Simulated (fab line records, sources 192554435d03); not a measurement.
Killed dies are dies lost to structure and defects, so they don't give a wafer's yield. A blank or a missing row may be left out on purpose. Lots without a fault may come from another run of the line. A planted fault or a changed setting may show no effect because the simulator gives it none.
Split-lot experiment | flow n5_finfet | 7 lots, 21 wafers read, on a route of 1938 steps

THE SPLIT
At N5_BEOL_M9_EXPOSE_08 (exposes mask M9), the setting dose_mj was moved away from the recipe's 53.75 on 7 of the 21 wafers read, by -4.4% to +3.4%. The other wafers ran this setting at the recipe's value.

FROM THE SPLIT TO THE READING: what the file shows between them, 10 steps
- N5_BEOL_M9_PEB_09: peb time 60 s
- N5_BEOL_M9_DEVELOP_10: develop time 30 s
- N5_BEOL_M9_CD_MEAS_11: target cd 64.1 nm
- N5_BEOL_M9_DESCUM_16: chemistry O2, time 7.9 s
- N5_BEOL_M9_ETCH_61: etches SiARC in CF4, target depth 39 nm, time 65 s
- N5_BEOL_M9_ETCH_62: etches SOC in N2/H2, target depth 110 nm, overetch 22 nm, time 165 s (also split here: time_s)
- N5_BEOL_M9_STRIP_68: strips in N2/H2
- N5_BEOL_M9_STRIP_67: strips in CF4
- N5_BEOL_M9_HM_OPEN_17: chemistry Cl2/BCl3, target TiN, target depth 20 nm, overetch 6 nm
- N5_BEOL_M9_STRIP_19: strips in O2

THE READING
cd_nm, in nm, at N5_BEOL_M9_CD_MEAS_18 (pitch 140 nm, target cd 70 nm). Fault-free wafers of this fab line usually give 69.9 nm, standard deviation 0.4 nm.

wafer  | tool, chamber at the split | dose_mj as run | against the recipe | cd_nm, nm | against lot-mates on the recipe
L076.1 | arfi_scanner-01, 0         | 53.75          | recipe             | 69.0      | -
L076.3 | arfi_scanner-01, 0         | 53.75          | recipe             | 69.3      | -
L076.5 | arfi_scanner-01, 0         | 51.38          | -4.4%              | 66.7      | -2.5
L085.3 | arfi_scanner-03, 0         | 53.75          | recipe             | 70.0      | -
L085.4 | arfi_scanner-03, 0         | 53.75          | recipe             | 69.3      | -
L085.6 | arfi_scanner-03, 0         | 53.75          | recipe             | 69.3      | -
L086.1 | arfi_scanner-01, 0         | 51.91          | -3.4%              | 68.3      | -2.0
L086.2 | arfi_scanner-01, 0         | 53.75          | recipe             | 70.8      | -
L086.3 | arfi_scanner-01, 0         | 53.75          | recipe             | 69.8      | -
L090.3 | arfi_scanner-03, 0         | 53.75          | recipe             | 69.4      | -
L090.4 | arfi_scanner-03, 0         | 53.75          | recipe             | 69.0      | -
L090.5 | arfi_scanner-03, 0         | 53.75          | recipe             | 69.5      | -
L092.2 | arfi_scanner-02, 0         | 55.58          | +3.4%              | 71.2      | no lot-mate on the recipe
L092.3 | arfi_scanner-02, 0         | 55.58          | +3.4%              | 71.4      | no lot-mate on the recipe
L092.6 | arfi_scanner-02, 0         | 55.58          | +3.4%              | 71.7      | no lot-mate on the recipe
L095.4 | arfi_scanner-02, 0         | 53.75          | recipe             | 69.5      | -
L095.5 | arfi_scanner-02, 0         | 53.75          | recipe             | 69.1      | -
L095.6 | arfi_scanner-02, 0         | 53.75          | recipe             | 69.6      | -
L097.1 | arfi_scanner-03, 0         | 52.49          | -2.3%              | 69.2      | -0.3
L097.4 | arfi_scanner-03, 0         | 52.49          | -2.3%              | 68.3      | -1.2
L097.5 | arfi_scanner-03, 0         | 53.75          | recipe             | 69.5      | -

THE FIT
A straight line over all 21 wafers: cd_nm changes by +0.519 nm for each +1% of dose_mj; r = +0.91; the points scatter about the line by 0.48 nm.
The same after taking each lot's own level away (the mean of its wafers on the recipe; 18 wafers): +0.509 nm for each +1%; r = +0.90; scatter 0.36 nm.
On that fit, the largest move of dose_mj shifts the reading by 2.2 nm.
The lots' own levels span 69.15 to 70.30 nm, that is 2.9 times the standard deviation above.
So the lot-to-lot level changes the slope little: the two slopes agree.
Check: with one of the wafers moved furthest among these (-4.4%) left out of the fit, the line predicts -2.02 nm for it against its lot-mates. It came out at -2.45 nm against them.

OTHER SPLITS ON THESE WAFERS
These wafers also went through other splits before the reading. Each is held against what the fit with the lots' levels taken away leaves over:
other split on the same wafers | wafers away from the commonest value | r with cd_nm (lot level and that fit taken away)
N5_BEOL_M6_ALD_77 ald_cycles   | 4                                    | +0.19
N5_BEOL_M8_ILD_DEP_00 time_s   | 7                                    | +0.00
N5_BEOL_M9_ETCH_62 time_s      | 8                                    | +0.27

THE WHOLE CHAIN: every reading that the file lists as answering this split, in the file's order
step                  | what it does                                                         | reading                                                               | change (the file's fit)               | r (the file's)
N5_BEOL_M9_CD_MEAS_11 | target cd 64.1 nm                                                    | cd_nm                                                                 | +0.498 nm for each +1% of the setting | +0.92
N5_BEOL_M9_ETCH_61    | etches SiARC in CF4, target depth 39 nm, time 65 s                   | BEOL_M9.cd_offset_nm (the simulator's own value, which no gauge read) | +0.536 nm for each +1% of the setting | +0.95
N5_BEOL_M9_ETCH_62    | etches SOC in N2/H2, target depth 110 nm, overetch 22 nm, time 165 s | BEOL_M9.cd_offset_nm (the simulator's own value, which no gauge read) | +0.46 nm for each +1% of the setting  | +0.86
N5_BEOL_M9_CD_MEAS_18 | pitch 140 nm, target cd 70 nm                                        | cd_nm                                                                 | +0.53 nm for each +1% of the setting  | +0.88

THE FILE'S OWN FIT
cd_nm changes by +0.53 nm for each +1% of dose_mj, r = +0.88.
